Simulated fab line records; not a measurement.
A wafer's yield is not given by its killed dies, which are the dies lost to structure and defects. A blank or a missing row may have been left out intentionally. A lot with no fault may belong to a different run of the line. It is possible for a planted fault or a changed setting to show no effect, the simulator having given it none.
One fault through the eyes of 3 desks :: flow nand harc :: each desk has only its own numbers; what lay behind them comes last

THE DEFECT DESK
Counts from the inspections along the route, per lot, as means over the sampled wafers that have a number. If a lot's mean is further than 4 standard deviations from the usual mean, the lot is out of limits and carries the mark OUT (the distance appears in the brackets).
Columns: A = raw defect count at NHARC_A_M0_INSPECT_11, usual 32
lot: L280
first seen here: day 17 18:58
A: 13

lot: L281
first seen here: day 18 02:11
A: 44

lot: L282
first seen here: day 18 06:32
A: 23

lot: L285
first seen here: day 18 06:43
A: 30

lot: L291
first seen here: day 20 07:55
A: 48

lot: L289
first seen here: day 20 08:36
A: 12

lot: L296
first seen here: day 21 18:30
A: 32

lot: L300
first seen here: day 22 17:00
A: 40

lot: L301
first seen here: day 23 03:16
A: 53

lot: L302
first seen here: day 23 07:36
A: 20

lot: L303
first seen here: day 23 15:26
A: 52
This desk found nothing out of limits on any of the 11 lots.

TOOL OWNER'S DESK, litho track-04
The tool's own readings at NHARC_A_M1_PEB_07 (peb time 65 s): means of the sampled wafers that have a number, for each lot that ran on this tool. If a lot's mean is further than 4 standard deviations from the usual mean, the lot is out of limits and carries the mark OUT (the distance appears in the brackets).
Columns: A = heater power total W at NHARC_A_M1_PEB_07, usual 156.6 W; B = plate temp C at NHARC_A_M1_PEB_07, usual 100.01 C
lot: L281
first seen here: day 18 05:59
A: 156.4
B: 100.15

lot: L285
first seen here: day 18 10:34
A: 156.6
B: 100.01

lot: L291
first seen here: day 20 12:16
A: 167.1 (+25) OUT
B: 104.96 (+41) OUT

lot: L289
first seen here: day 20 12:46
A: 166.5 (+24) OUT
B: 104.74 (+39) OUT

lot: L302
first seen here: day 23 11:38
A: 156.7
B: 100.08

lot: L303
first seen here: day 23 19:17
A: 156.8
B: 99.96
This desk's finding: out of limits on L289, L291; first on L291, day 20 12:16 (heater power total W at NHARC_A_M1_PEB_07). L281, L285, L302, L303: within limits.

METROLOGY DESK
Lot by lot, what the gauges showed, no matter which tool ran the lot: averages of those sampled wafers that carry a number. If a lot's mean is further than 4 standard deviations from the usual mean, the lot is out of limits and carries the mark OUT (the distance appears in the brackets).
Columns: A = cd nm at NHARC_A_M1_CD_MEAS_09, usual 120.1 nm
lot: L280
first seen here: day 17 22:53
A: 119.9

lot: L281
first seen here: day 18 06:04
A: 120.5

lot: L282
first seen here: day 18 10:26
A: 120.2

lot: L285
first seen here: day 18 10:38
A: 120.4

lot: L291
first seen here: day 20 12:20
A: 135.6 (+24) OUT

lot: L289
first seen here: day 20 12:50
A: 135.5 (+24) OUT

lot: L296
first seen here: day 21 22:28
A: 120.0

lot: L300
first seen here: day 22 20:55
A: 119.6

lot: L301
first seen here: day 23 07:14
A: 119.7

lot: L302
first seen here: day 23 11:43
A: 120.1

lot: L303
first seen here: day 23 19:22
A: 120.2
This desk's finding: out of limits on L289, L291; first on L291, day 20 12:20 (cd nm at NHARC_A_M1_CD_MEAS_09). L280, L281, L282, L285, L296, L300, L301, L302, L303: within limits.

TAKEN TOGETHER
An alarm could have come from the tool owner's desk at day 20 12:16, on L289, L291.
An alarm was possible from the metrology desk at day 20 12:20, on L289, L291.
Nothing the defect desk looked at was out of limits.
The defect desk has L289, L291 on record, within its limits.
On litho track-04, each named lot ran NHARC_A_M1_PEB_07.

WHAT THE SIMULATOR PUT IN
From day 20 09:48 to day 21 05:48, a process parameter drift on litho track-04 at NHARC_A_M1_PEB_07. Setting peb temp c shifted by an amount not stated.
Lots struck among those shown: L289, L291.
Time in hours from fault onset to the first out-of-limits reading at each desk: tool owner's desk 2, metrology desk 3.
